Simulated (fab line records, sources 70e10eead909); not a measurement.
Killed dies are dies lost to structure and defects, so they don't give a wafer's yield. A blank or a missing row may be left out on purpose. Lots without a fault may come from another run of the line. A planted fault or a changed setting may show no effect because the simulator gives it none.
Which tool did it? | flow nand_harc | 12 lots, 36 wafers sampled, at 6 steps of a route of 1302

WHAT THE GAUGES READ, wafer by wafer
NHARC_A_CHANNEL_HOLE_D1_CD_MEAS_18. Usual: cd_nm 97.3 nm, standard deviation 2.7.
lot  | measured     | on        | cd_nm (nm)      | flag
L787 | day 8 05:37  | cd_sem-03 | 98.2 94.8 99.3  |
L788 | day 8 16:09  | cd_sem-01 | 97.5 99.4 100.3 |
L790 | day 9 14:16  | cd_sem-02 | 98.8 99.4 101.3 |
L794 | day 12 01:31 | cd_sem-03 | 93.7 97.0 93.5  |
L796 | day 12 14:29 | cd_sem-02 | 100.2 96.5 96.2 |
L804 | day 15 10:52 | cd_sem-02 | 94.4 98.6 95.6  |
L803 | day 15 11:01 | cd_sem-03 | 100.6 93.3 97.4 |
L806 | day 16 08:31 | cd_sem-03 | 97.1 99.1 96.0  |
L805 | day 16 08:53 | cd_sem-03 | 92.2 94.3 93.7  |
L808 | day 17 17:16 | cd_sem-02 | 97.6 95.4 94.2  |
L809 | day 18 00:40 | cd_sem-02 | 96.2 98.2 97.7  |
L810 | day 18 05:13 | cd_sem-02 | 99.4 98.7 99.0  |

NHARC_A_CHANNEL_HOLE_D1_INSPECT_40. Usual: raw_defect_count 71, standard deviation 26.
lot  | measured     | on                | raw_defect_count | flag
L787 | day 8 11:25  | defect_inspect-02 | 90 90 81         |
L788 | day 9 00:04  | defect_inspect-01 | 103 105 106      |
L790 | day 9 21:54  | defect_inspect-02 | 84 95 114        |
L794 | day 12 09:31 | defect_inspect-01 | 420 380 429      | OFF
L796 | day 12 20:14 | defect_inspect-01 | 474 472 425      | OFF
L804 | day 15 16:38 | defect_inspect-02 | 116 125 100      |
L803 | day 15 16:46 | defect_inspect-01 | 50 75 39         |
L806 | day 16 16:14 | defect_inspect-02 | 124 83 94        |
L805 | day 16 17:13 | defect_inspect-02 | 47 53 50         |
L808 | day 17 23:05 | defect_inspect-01 | 54 50 69         |
L809 | day 18 06:28 | defect_inspect-01 | 83 80 101        |
L810 | day 18 12:59 | defect_inspect-01 | 35 40 50         |

NHARC_END_SORT_01. Usual: killed_at_array 46, standard deviation 15; killed_at_other 1.0, standard deviation 1.3; killed_at_periphery 4, standard deviation 3; killed_dies 51, standard deviation 15; killed_open 3.2, standard deviation 1.8; killed_short 2.5, standard deviation 1.5.
lot  | measured     | on        | killed_at_array | killed_at_other | killed_at_periphery | killed_dies | killed_open | killed_short | flag
L794 | day 28 06:41 | prober-02 | 91 69 103       | 2 3 2           | 3 2 0               | 96 74 105   | 4 3 5       | 2 0 1        |
L796 | day 28 07:32 | prober-01 | 133 128 110     | 1 1 3           | 10 5 3              | 144 134 116 | 3 2 2       | 3 3 1        | OFF
L804 | day 31 19:50 | prober-01 | 76 79 64        | 0 4 1           | 2 3 4               | 78 86 69    | 1 7 5       | 5 3 2        |
L806 | day 32 04:20 | prober-02 | 66 43 44        | 0 0 0           | 3 0 1               | 69 43 45    | 7 3 1       | 2 0 1        |
L805 | day 32 04:22 | prober-01 | 47 48 42        | 6 5 2           | 2 10 4              | 55 63 48    | 3 2 4       | 4 0 3        |

WHICH TOOL RAN EACH LOT (tool, then ch and the chambers of the sampled wafers, then the start)
lot  | NHARC_A_CHANNEL_HOLE_D1_ETCH_26  | NHARC_A_CHANNEL_HOLE_D1_STRIP_42   | NHARC_A_CHANNEL_HOLE_D1_STRIP_27
L787 | har_etch-02 ch 0,1, day 8 09:30  | rie_diel-06 ch 0,1,2, day 8 10:18  | rie_diel-06 ch 0,2,3, day 8 11:25 or earlier
L788 | har_etch-02 ch 0,1, day 8 22:11  | rie_diel-04 ch 0,1,3, day 8 22:58  | rie_diel-04 ch 1,2,3, day 9 00:04 or earlier
L790 | har_etch-02 ch 0, day 9 19:59    | rie_diel-02 ch 1,2, day 9 20:48    | rie_diel-02 ch 1,2,3, day 9 21:54 or earlier
L794 | har_etch-01 ch 0,1, day 12 07:38 | rie_diel-06 ch 0,1,3, day 12 08:25 | rie_diel-06 ch 1,2,3, day 12 09:31 or earlier
L796 | har_etch-02 ch 0,1, day 12 18:21 | rie_diel-06 ch 0,2,3, day 12 19:08 | rie_diel-06 ch 0,2,3, day 12 20:14 or earlier
L804 | har_etch-02 ch 0,1, day 15 14:43 | rie_diel-06 ch 0,1,3, day 15 15:32 | rie_diel-06 ch 0,2,3, day 15 16:38 or earlier
L803 | har_etch-01 ch 0,1, day 15 14:50 | rie_diel-02 ch 0,2, day 15 15:40   | rie_diel-02 ch 0,2,3, day 15 16:46 or earlier
L806 | har_etch-02 ch 0,1, day 16 14:20 | rie_diel-06 ch 1,2,3, day 16 15:08 | rie_diel-06 ch 0,1,2, day 16 16:14 or earlier
L805 | har_etch-01 ch 0,1, day 16 14:53 | rie_diel-04 ch 0,2, day 16 15:44   | rie_diel-04 ch 0,2,3, day 16 17:13 or earlier
L808 | har_etch-02 ch 0,1, day 17 21:11 | rie_diel-06 ch 0,1,3, day 17 21:59 | rie_diel-06 ch 0,1,3, day 17 23:05 or earlier
L809 | har_etch-01 ch 1, day 18 04:34   | rie_diel-02 ch 0,3, day 18 05:21   | rie_diel-02 ch 0,2, day 18 06:28 or earlier
L810 | har_etch-02 ch 0,1, day 18 11:04 | rie_diel-06 ch 1,2,3, day 18 11:53 | rie_diel-06 ch 0,1,3, day 18 12:59 or earlier
- NHARC_A_CHANNEL_HOLE_D1_ETCH_26: etches the open film in C4F8/O2/Ar, time 224.1 s, target depth 300 nm.
- NHARC_A_CHANNEL_HOLE_D1_STRIP_42: strips in CF4/CHF3.
- NHARC_A_CHANNEL_HOLE_D1_STRIP_27: strips in O2.

WHAT THE TOOLS THEMSELVES READ (means of the sampled wafers that have a number; where no wafer has one, the mark that the record gives instead)
NHARC_A_CHANNEL_HOLE_D1_ETCH_26. Usual: chamber_pressure_mTorr 30.004 mTorr, standard deviation 0.03; drypump_motor_current_A 5.46 A, standard deviation 0.29; showerhead_plenum_p_Torr 3.67 Torr, standard deviation 0.1; throttle_valve_pct 24.584 %, standard deviation 0.0085.
lot  | tool        | chamber_pressure_mTorr (mTorr) | drypump_motor_current_A (A) | showerhead_plenum_p_Torr (Torr) | throttle_valve_pct (%) | flag
L787 | har_etch-02 | 29.993                         | 5.52                        | 3.77                            | 24.578                 |
L788 | har_etch-02 | 30.033                         | 5.36                        | 3.72                            | 24.590                 |
L790 | har_etch-02 | 30.006                         | 5.21                        | 3.67                            | 24.577                 |
L794 | har_etch-01 | 30.003                         | 5.59                        | 3.61                            | 24.591                 |
L796 | har_etch-02 | 29.995                         | 5.53                        | 3.74                            | 24.592                 |
L804 | har_etch-02 | 29.981                         | 5.52                        | 3.72                            | 24.577                 |
L803 | har_etch-01 | 30.022                         | 5.58                        | 3.59                            | 24.585                 |
L806 | har_etch-02 | 29.986                         | 5.38                        | 3.66                            | 24.572                 |
L805 | har_etch-01 | 30.011                         | 5.58                        | 3.58                            | 24.580                 |
L808 | har_etch-02 | 30.002                         | 5.38                        | 3.91                            | 24.586                 |
L809 | har_etch-01 | 30.015                         | 5.81                        | 3.53                            | 24.584                 |
L810 | har_etch-02 | 30.018                         | 5.39                        | 3.90                            | 24.586                 |

NHARC_A_CHANNEL_HOLE_D1_STRIP_27. Usual: chamber_pressure_mTorr 60.01 mTorr, standard deviation 0.051; drypump_motor_current_A 5.8 A, standard deviation 0.44; oes_product_au 1.000 a.u., standard deviation 0.01; rf_vpp_V 57.6 V, standard deviation 0.89; showerhead_plenum_p_Torr 3.47 Torr, standard deviation 0.17; throttle_valve_pct 17.036 %, standard deviation 0.0099.
lot  | tool        | chamber_pressure_mTorr (mTorr) | drypump_motor_current_A (A) | oes_product_au (a.u.) | rf_vpp_V (V) | showerhead_plenum_p_Torr (Torr) | throttle_valve_pct (%) | flag
L787 | rie_diel-06 | 60.05                          | 6.1                         | 0.999                 | 57.7         | 3.44                            | 17.039                 |
L788 | rie_diel-04 | 60.02                          | 5.5                         | 1.003                 | 57.6         | 3.58                            | 17.040                 |
L790 | rie_diel-02 | 60.03                          | 5.4                         | 0.993                 | 57.0         | 3.45                            | 17.037                 |
L794 | rie_diel-06 | 60.03                          | 5.9                         | 0.993                 | 58.1         | 3.45                            | 17.036                 |
L796 | rie_diel-06 | 59.96                          | 6.1                         | 1.004                 | 58.8         | 3.44                            | 17.032                 |
L804 | rie_diel-06 | 60.00                          | 6.1                         | 1.012                 | 58.1         | 3.44                            | 17.037                 |
L803 | rie_diel-02 | 59.97                          | 5.6                         | 0.998                 | 57.4         | 3.56                            | 17.027                 |
L806 | rie_diel-06 | 60.04                          | 6.0                         | 1.005                 | 57.5         | 3.45                            | 17.040                 |
L805 | rie_diel-04 | 60.01                          | 5.2                         | 0.997                 | 58.1         | 3.67                            | 17.036                 |
L808 | rie_diel-06 | 60.00                          | 6.1                         | 1.013                 | 57.5         | 3.33                            | 17.032                 |
L809 | rie_diel-02 | 60.00                          | 6.0                         | 0.992                 | 57.2         | 3.60                            | 17.036                 |
L810 | rie_diel-06 | 59.99                          | 6.1                         | 1.002                 | 57.2         | 3.33                            | 17.036                 |

THE ANSWER, worked out from the rows above alone
Rule: a lot is off if the mean of its wafers that have a number lies more than 3 standard deviations from the usual mean. A lot without any number at a reading at which 4 lots or more have one is off too. The other lots that the step has rows for count as sound. The gauges are gone through in route order, then the tools' own readings, and for those a lot's mean is taken as printed above. The first step at which some lot is off is used, and at that step the reading that is off furthest; a lot without a number counts as furthest.
Off: L794, L796, at NHARC_A_CHANNEL_HOLE_D1_INSPECT_40 (raw_defect_count).
A tool fits if, at a process step before that reading, it ran every lot that is off, and no sound lot after the first of them. The gauges at NHARC_A_CHANNEL_HOLE_D1_INSPECT_40 are tried like those tools. NHARC_A_CHANNEL_HOLE_D1_STRIP_27 gives no start for some lots, so the hours and the order of its lots are those of NHARC_A_CHANNEL_HOLE_D1_INSPECT_40. None of those tried fits.

WHAT THE SIMULATOR HAD PUT IN
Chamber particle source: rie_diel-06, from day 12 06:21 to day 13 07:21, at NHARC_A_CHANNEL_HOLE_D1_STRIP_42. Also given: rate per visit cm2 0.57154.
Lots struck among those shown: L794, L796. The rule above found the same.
